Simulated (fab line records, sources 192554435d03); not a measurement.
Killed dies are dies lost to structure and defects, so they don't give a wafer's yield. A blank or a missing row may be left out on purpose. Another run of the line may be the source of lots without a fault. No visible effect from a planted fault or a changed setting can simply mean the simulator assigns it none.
Which tool is to blame? :: flow n5 finfet :: Sampling: 8 lots, 24 wafers, 6 of 1938 route steps

## WHAT THE GAUGES SHOWED, per wafer
N5_SD_EPI_P_INSPECT_26: inspects for defects (darkfield). Usual: raw defect count at 165, with a standard deviation of 34.
lot: L804
measured: day 4 08:41
on: defect inspect-02
raw defect count: 209 199 194
flag: 

lot: L806
measured: day 5 01:39
on: defect inspect-02
raw defect count: 174 148 143
flag: 

lot: L807
measured: day 5 09:10
on: defect inspect-01
raw defect count: 192 198 194
flag: 

lot: L809
measured: day 5 16:12
on: defect inspect-01
raw defect count: 165 245 169
flag: 

lot: L814
measured: day 7 00:23
on: defect inspect-02
raw defect count: 98 149 129
flag: 

lot: L820
measured: day 8 08:28
on: defect inspect-02
raw defect count: 107 109 107
flag: 

lot: L821
measured: day 8 16:56
on: defect inspect-02
raw defect count: 171 494 434
flag: OFF

lot: L823
measured: day 9 08:05
on: defect inspect-02
raw defect count: 123 137 143
flag: 

N5_BEOL_M4_RC_MEAS_101. Usual: DIBL_N 36.3 mV/V, standard deviation 1.2; DIBL_P 36.1 mV/V, standard deviation 1.6; IOFF_N 0.161 nA/um, standard deviation 0.023; IOFF_P 0.209 nA/um, standard deviation 0.027; ION_N 676 uA/um, standard deviation 8.9; ION_P 462 uA/um, standard deviation 5.3; SS_N 71.5 mV/dec, standard deviation 0.51; SS_P 73.2 mV/dec, standard deviation 0.5; VT_N 249.1 mV, standard deviation 2.5; VT_P -249.9 mV, standard deviation 2.8.
lot: L804
measured: day 8 17:25
on: prober-02
DIBL_N (mV/V): 35.5 34.8 36.0
DIBL_P (mV/V): 34.7 33.8 35.1
IOFF_N (nA/um): 0.126 0.121 0.137
IOFF_P (nA/um): 0.169 0.164 0.182
ION_N (uA/um): 658 664 672
ION_P (uA/um): 450 457 459
SS_N (mV/dec): 70.6 69.9 70.4
SS_P (mV/dec): 72.4 72.7 72.3
VT_N (mV): 250.9 252.8 252.8
VT_P (mV): -255.3 -255.6 -254.5
flag: 

lot: L806
measured: day 9 12:39
on: prober-02
DIBL_N (mV/V): 36.5 37.4 37.1
DIBL_P (mV/V): 35.8 37.8 37.4
IOFF_N (nA/um): 0.158 0.188 0.198
IOFF_P (nA/um): 0.203 0.239 0.240
ION_N (uA/um): 669 675 683
ION_P (uA/um): 459 459 466
SS_N (mV/dec): 71.6 71.5 71.6
SS_P (mV/dec): 73.5 73.4 74.4
VT_N (mV): 249.0 248.5 248.4
VT_P (mV): -249.5 -247.8 -247.9
flag: 

lot: L807
measured: day 9 19:53
on: prober-01
DIBL_N (mV/V): 34.3 35.1 35.0
DIBL_P (mV/V): 34.7 35.5 35.4
IOFF_N (nA/um): 0.129 0.140 0.140
IOFF_P (nA/um): 0.158 0.175 0.171
ION_N (uA/um): 664 679 663
ION_P (uA/um): 450 461 454
SS_N (mV/dec): 71.2 71.3 71.4
SS_P (mV/dec): 73.6 73.3 73.3
VT_N (mV): 252.9 248.6 249.8
VT_P (mV): -256.2 -252.5 -253.8
flag: 

lot: L809
measured: day 9 20:49
on: prober-01
DIBL_N (mV/V): 33.8 35.2 34.6
DIBL_P (mV/V): 34.7 36.6 35.9
IOFF_N (nA/um): 0.146 0.172 0.155
IOFF_P (nA/um): 0.179 0.209 0.190
ION_N (uA/um): 678 687 675
ION_P (uA/um): 463 463 458
SS_N (mV/dec): 72.2 71.7 71.3
SS_P (mV/dec): 72.4 73.4 72.8
VT_N (mV): 247.6 244.4 248.9
VT_P (mV): -253.7 -249.4 -251.1
flag: 

lot: L814
measured: day 11 15:14
on: prober-02
DIBL_N (mV/V): 36.4 37.0 35.9
DIBL_P (mV/V): 35.7 36.8 36.1
IOFF_N (nA/um): 0.165 0.178 0.161
IOFF_P (nA/um): 0.181 0.193 0.187
ION_N (uA/um): 666 674 671
ION_P (uA/um): 457 456 455
SS_N (mV/dec): 72.0 71.8 70.9
SS_P (mV/dec): 73.6 74.2 73.5
VT_N (mV): 247.4 249.3 249.5
VT_P (mV): -253.8 -253.1 -253.2
flag: 

lot: L820
measured: day 12 14:43
on: prober-02
DIBL_N (mV/V): 36.8 38.2 37.9
DIBL_P (mV/V): 37.2 37.8 37.5
IOFF_N (nA/um): 0.177 0.200 0.186
IOFF_P (nA/um): 0.220 0.232 0.225
ION_N (uA/um): 679 688 680
ION_P (uA/um): 460 462 467
SS_N (mV/dec): 72.2 71.8 72.0
SS_P (mV/dec): 73.3 73.2 72.1
VT_N (mV): 249.4 247.3 247.4
VT_P (mV): -250.5 -247.2 -249.5
flag: 

lot: L821
measured: day 12 20:45
on: prober-02
DIBL_N (mV/V): 34.3 35.8 36.0
DIBL_P (mV/V): 35.7 36.9 37.6
IOFF_N (nA/um): 0.117 0.135 0.138
IOFF_P (nA/um): 0.192 0.214 0.222
ION_N (uA/um): 663 666 673
ION_P (uA/um): 461 463 467
SS_N (mV/dec): 71.9 71.0 71.6
SS_P (mV/dec): 72.9 73.7 73.1
VT_N (mV): 254.1 254.6 254.9
VT_P (mV): -252.3 -249.9 -250.0
flag: 

lot: L823
measured: day 13 22:22
on: prober-01
DIBL_N (mV/V): 37.1 36.0 35.0
DIBL_P (mV/V): 36.4 35.6 34.3
IOFF_N (nA/um): 0.166 0.143 0.132
IOFF_P (nA/um): 0.217 0.202 0.178
ION_N (uA/um): 679 674 662
ION_P (uA/um): 465 463 457
SS_N (mV/dec): 71.8 71.9 71.6
SS_P (mV/dec): 73.3 73.1 73.4
VT_N (mV): 250.1 250.6 251.1
VT_P (mV): -246.2 -248.4 -248.6
flag: 

## EACH LOT AND THE TOOL THAT RAN IT (in order: tool; ch and the chambers of the sampled wafers; start)
lot: L804
N5_SD_EPI_P_ETCH_36: rie diel-02 ch 0,1, day 4 05:01
N5_SD_EPI_P_ETCH_47: rie diel-02 ch 0,1, day 4 05:29
N5_SD_EPI_P_STRIP_40: plasma asher-02 ch 0,1, day 4 05:50
N5_ILD0_CMP_12: cmp-03 ch 0,2, day 4 15:50

lot: L806
N5_SD_EPI_P_ETCH_36: rie diel-03 ch 1,2,3, day 4 21:56
N5_SD_EPI_P_ETCH_47: rie diel-03 ch 1,2,3, day 4 22:25
N5_SD_EPI_P_STRIP_40: plasma asher-01 ch 0,1, day 4 22:44
N5_ILD0_CMP_12: cmp-03 ch 0,1,3, day 5 08:29

lot: L807
N5_SD_EPI_P_ETCH_36: rie diel-02 ch 1,2,3, day 5 04:39
N5_SD_EPI_P_ETCH_47: rie diel-02 ch 1,2,3, day 5 05:08
N5_SD_EPI_P_STRIP_40: plasma asher-02 ch 0,1, day 5 05:27
N5_ILD0_CMP_12: cmp-04 ch 0,2,3, day 5 16:11

lot: L809
N5_SD_EPI_P_ETCH_36: rie diel-03 ch 2,3, day 5 12:29
N5_SD_EPI_P_ETCH_47: rie diel-03 ch 2,3, day 5 12:58
N5_SD_EPI_P_STRIP_40: plasma asher-02 ch 0, day 5 13:17
N5_ILD0_CMP_12: cmp-02 ch 1,2,3, day 5 23:08

lot: L814
N5_SD_EPI_P_ETCH_36: rie diel-06 ch 2,3, day 6 20:41
N5_SD_EPI_P_ETCH_47: rie diel-06 ch 2,3, day 6 21:10
N5_SD_EPI_P_STRIP_40: plasma asher-01 ch 0,1, day 6 21:29
N5_ILD0_CMP_12: cmp-03 ch 2,3, day 7 07:24

lot: L820
N5_SD_EPI_P_ETCH_36: rie diel-02 ch 1,2,3, day 8 04:39
N5_SD_EPI_P_ETCH_47: rie diel-02 ch 1,2,3, day 8 05:08
N5_SD_EPI_P_STRIP_40: plasma asher-02 ch 0,1, day 8 05:27
N5_ILD0_CMP_12: cmp-02 ch 0,2,3, day 8 15:52

lot: L821
N5_SD_EPI_P_ETCH_36: rie diel-03 ch 0,2, day 8 13:16
N5_SD_EPI_P_ETCH_47: rie diel-03 ch 0,2, day 8 13:44
N5_SD_EPI_P_STRIP_40: plasma asher-01 ch 0,1, day 8 14:04
N5_ILD0_CMP_12: cmp-03 ch 0,1,2, day 9 00:09

lot: L823
N5_SD_EPI_P_ETCH_36: rie diel-06 ch 0,3, day 9 04:25
N5_SD_EPI_P_ETCH_47: rie diel-06 ch 0,3, day 9 04:53
N5_SD_EPI_P_STRIP_40: plasma asher-02 ch 0,1, day 9 05:12
N5_ILD0_CMP_12: cmp-02 ch 2,3, day 9 16:11
- N5_SD_EPI_P_ETCH_36: etches SiARC in CF4, target depth 45.5 nm, time 75.8 s.
- N5_SD_EPI_P_ETCH_47: etches SiOCN in CH3F/O2, target depth 25 nm.
- N5_SD_EPI_P_STRIP_40: strips in N2/H2.
- N5_ILD0_CMP_12: polishes SiNx, stops on poly-Si, t overpolish 6 s, target thk 17.67 nm.

## WHAT THE TOOLS THEMSELVES READ (means of the sampled wafers that have a number; where no wafer has one, the mark that the record gives instead)
N5_SD_EPI_P_ETCH_36. Usual: bias w 36.00 W (standard deviation 0.11); drypump motor current A 5.9 A (standard deviation 0.4); etch rf on time s 75.9 s (standard deviation 1.3); oes product au 0.68 a.u. (standard deviation 0.081); rf vpp V 184.5 V (standard deviation 1.3); showerhead plenum p Torr 2.17 Torr (standard deviation 0.077); throttle valve pct 15.57 % (standard deviation 0.26).
lot: L804
tool: rie diel-02
bias w (W): 35.97
drypump motor current A (A): 6.1
etch rf on time s (s): 76.3
oes product au (a.u.): 0.71
rf vpp V (V): 185.6
showerhead plenum p Torr (Torr): 2.26
throttle valve pct (%): 15.25
flag: 

lot: L806
tool: rie diel-03
bias w (W): 36.01
drypump motor current A (A): 5.6
etch rf on time s (s): 77.0
oes product au (a.u.): 0.64
rf vpp V (V): 184.5
showerhead plenum p Torr (Torr): 2.14
throttle valve pct (%): 15.80
flag: 

lot: L807
tool: rie diel-02
bias w (W): 35.91
drypump motor current A (A): 6.0
etch rf on time s (s): 76.3
oes product au (a.u.): 0.63
rf vpp V (V): 183.8
showerhead plenum p Torr (Torr): 2.11
throttle valve pct (%): 15.70
flag: 

lot: L809
tool: rie diel-03
bias w (W): 35.93
drypump motor current A (A): 5.4
etch rf on time s (s): 77.4
oes product au (a.u.): 0.61
rf vpp V (V): 183.0
showerhead plenum p Torr (Torr): 2.10
throttle valve pct (%): 15.87
flag: 

lot: L814
tool: rie diel-06
bias w (W): 36.04
drypump motor current A (A): 5.6
etch rf on time s (s): 76.2
oes product au (a.u.): 0.74
rf vpp V (V): 186.0
showerhead plenum p Torr (Torr): 2.23
throttle valve pct (%): 15.35
flag: 

lot: L820
tool: rie diel-02
bias w (W): 36.06
drypump motor current A (A): 6.0
etch rf on time s (s): 74.4
oes product au (a.u.): 0.70
rf vpp V (V): 183.8
showerhead plenum p Torr (Torr): 2.19
throttle valve pct (%): 15.57
flag: 

lot: L821
tool: rie diel-03
bias w (W): 35.99
drypump motor current A (A): 6.2
etch rf on time s (s): 75.5
oes product au (a.u.): 0.72
rf vpp V (V): 183.9
showerhead plenum p Torr (Torr): 2.09
throttle valve pct (%): 15.55
flag: 

lot: L823
tool: rie diel-06
bias w (W): 35.93
drypump motor current A (A): 5.9
etch rf on time s (s): 76.9
oes product au (a.u.): 0.61
rf vpp V (V): 183.8
showerhead plenum p Torr (Torr): 2.16
throttle valve pct (%): 15.64
flag: 

N5_SD_EPI_P_ETCH_47. Usual: bias w 28.99 W, standard deviation 0.096; drypump motor current A 5.9 A, standard deviation 0.4; oes product au 0.80 a.u., standard deviation 0.095; rf vpp V 127.6 V, standard deviation 1.7; showerhead plenum p Torr 2.03 Torr, standard deviation 0.075; throttle valve pct 16.29 %, standard deviation 0.26.
lot: L804
tool: rie diel-02
bias w (W): 29.09
drypump motor current A (A): 6.1
oes product au (a.u.): 0.86
rf vpp V (V): 129.5
showerhead plenum p Torr (Torr): 2.11
throttle valve pct (%): 15.95
flag: 

lot: L806
tool: rie diel-03
bias w (W): 29.07
drypump motor current A (A): 5.5
oes product au (a.u.): 0.74
rf vpp V (V): 127.6
showerhead plenum p Torr (Torr): 2.00
throttle valve pct (%): 16.51
flag: 

lot: L807
tool: rie diel-02
bias w (W): 28.96
drypump motor current A (A): 6.0
oes product au (a.u.): 0.74
rf vpp V (V): 127.6
showerhead plenum p Torr (Torr): 1.97
throttle valve pct (%): 16.41
flag: 

lot: L809
tool: rie diel-03
bias w (W): 29.01
drypump motor current A (A): 5.3
oes product au (a.u.): 0.72
rf vpp V (V): 128.5
showerhead plenum p Torr (Torr): 1.96
throttle valve pct (%): 16.59
flag: 

lot: L814
tool: rie diel-06
bias w (W): 29.07
drypump motor current A (A): 5.6
oes product au (a.u.): 0.86
rf vpp V (V): 127.0
showerhead plenum p Torr (Torr): 2.09
throttle valve pct (%): 16.07
flag: 

lot: L820
tool: rie diel-02
bias w (W): 28.93
drypump motor current A (A): 6.0
oes product au (a.u.): 0.82
rf vpp V (V): 128.5
showerhead plenum p Torr (Torr): 2.04
throttle valve pct (%): 16.28
flag: 

lot: L821
tool: rie diel-03
bias w (W): 28.96
drypump motor current A (A): 6.2
oes product au (a.u.): 0.85
rf vpp V (V): 129.1
showerhead plenum p Torr (Torr): 1.95
throttle valve pct (%): 16.25
flag: 

lot: L823
tool: rie diel-06
bias w (W): 28.98
drypump motor current A (A): 5.9
oes product au (a.u.): 0.72
rf vpp V (V): 125.8
showerhead plenum p Torr (Torr): 2.01
throttle valve pct (%): 16.35
flag: 

N5_SD_EPI_P_STRIP_40. Usual: drypump motor current A 6.22 A, standard deviation 0.29; h2 flow sccm 3250 sccm, standard deviation 10; heater power w 319 W, standard deviation 15; oes product au 0.761 a.u., standard deviation 0.011.
lot: L804
tool: plasma asher-02
drypump motor current A (A): 6.43
h2 flow sccm (sccm): 3244
heater power w (W): 321
oes product au (a.u.): 0.758
flag: 

lot: L806
tool: plasma asher-01
drypump motor current A (A): 5.78
h2 flow sccm (sccm): 3249
heater power w (W): 308
oes product au (a.u.): 0.761
flag: 

lot: L807
tool: plasma asher-02
drypump motor current A (A): 6.45
h2 flow sccm (sccm): 3255
heater power w (W): 331
oes product au (a.u.): 0.762
flag: 

lot: L809
tool: plasma asher-02
drypump motor current A (A): 6.38
h2 flow sccm (sccm): 3236
heater power w (W): 335
oes product au (a.u.): 0.756
flag: 

lot: L814
tool: plasma asher-01
drypump motor current A (A): 5.81
h2 flow sccm (sccm): 3252
heater power w (W): 305
oes product au (a.u.): 0.754
flag: 

lot: L820
tool: plasma asher-02
drypump motor current A (A): 6.39
h2 flow sccm (sccm): 3252
heater power w (W): 330
oes product au (a.u.): 0.759
flag: 

lot: L821
tool: plasma asher-01
drypump motor current A (A): 5.77
h2 flow sccm (sccm): 3248
heater power w (W): 313
oes product au (a.u.): 0.762
flag: 

lot: L823
tool: plasma asher-02
drypump motor current A (A): 6.43
h2 flow sccm (sccm): 3242
heater power w (W): 328
oes product au (a.u.): 0.755
flag: 

N5_ILD0_CMP_12. Usual: motor current A 9.1 A, standard deviation 0.7; overpolish run s 5.999 s, standard deviation 0.009; pad life wafers 1006, standard deviation 570; time to endpoint s 29.5 s, standard deviation 2.3.
lot: L804
tool: cmp-03
motor current A (A): 9.2
overpolish run s (s): 5.991
pad life wafers: 865
time to endpoint s (s): 26.6
flag: 

lot: L806
tool: cmp-03
motor current A (A): 9.6
overpolish run s (s): 6.003
pad life wafers: 986
time to endpoint s (s): 28.2
flag: 

lot: L807
tool: cmp-04
motor current A (A): 9.0
overpolish run s (s): 6.003
pad life wafers: 512
time to endpoint s (s): 29.3
flag: 

lot: L809
tool: cmp-02
motor current A (A): 9.0
overpolish run s (s): 6.007
pad life wafers: 1988
time to endpoint s (s): 29.6
flag: 

lot: L814
tool: cmp-03
motor current A (A): 9.7
overpolish run s (s): 5.997
pad life wafers: 1380
time to endpoint s (s): 28.2
flag: 

lot: L820
tool: cmp-02
motor current A (A): 9.1
overpolish run s (s): 6.008
pad life wafers: 482
time to endpoint s (s): 33.2
flag: 

lot: L821
tool: cmp-03
motor current A (A): 9.0
overpolish run s (s): 6.002
pad life wafers: 1694
time to endpoint s (s): 31.9
flag: 

lot: L823
tool: cmp-02
motor current A (A): 8.6
overpolish run s (s): 5.992
pad life wafers: 662
time to endpoint s (s): 30.2
flag: 

## THE ANSWER, worked out from the rows above alone
Rule: a lot counts as off when the mean over its wafers that have a number is more than 3 standard deviations away from the usual mean. Also off: a lot with no number at a reading for which 4 or more lots have one. Any other lot the step has rows for is counted as sound. Order of review: gauges by route order, followed by the tools' own readings, for which a lot's mean as printed above is used. At the first step where some lot is off, the reading lying furthest off is the one used; lots without a number count as furthest.
Off at N5_SD_EPI_P_INSPECT_26 (raw defect count): L821.
If a tool, at a process step before that reading, ran all the lots that are off and no sound lot after the first of them, it fits. The gauges at N5_SD_EPI_P_INSPECT_26 are tried like those tools. Can't be told from this: 2 tools fit, rie diel-03 at N5_SD_EPI_P_ETCH_36 and N5_SD_EPI_P_ETCH_47, plasma asher-01 at N5_SD_EPI_P_STRIP_40.

## WHAT THE SIMULATOR HAD INSERTED
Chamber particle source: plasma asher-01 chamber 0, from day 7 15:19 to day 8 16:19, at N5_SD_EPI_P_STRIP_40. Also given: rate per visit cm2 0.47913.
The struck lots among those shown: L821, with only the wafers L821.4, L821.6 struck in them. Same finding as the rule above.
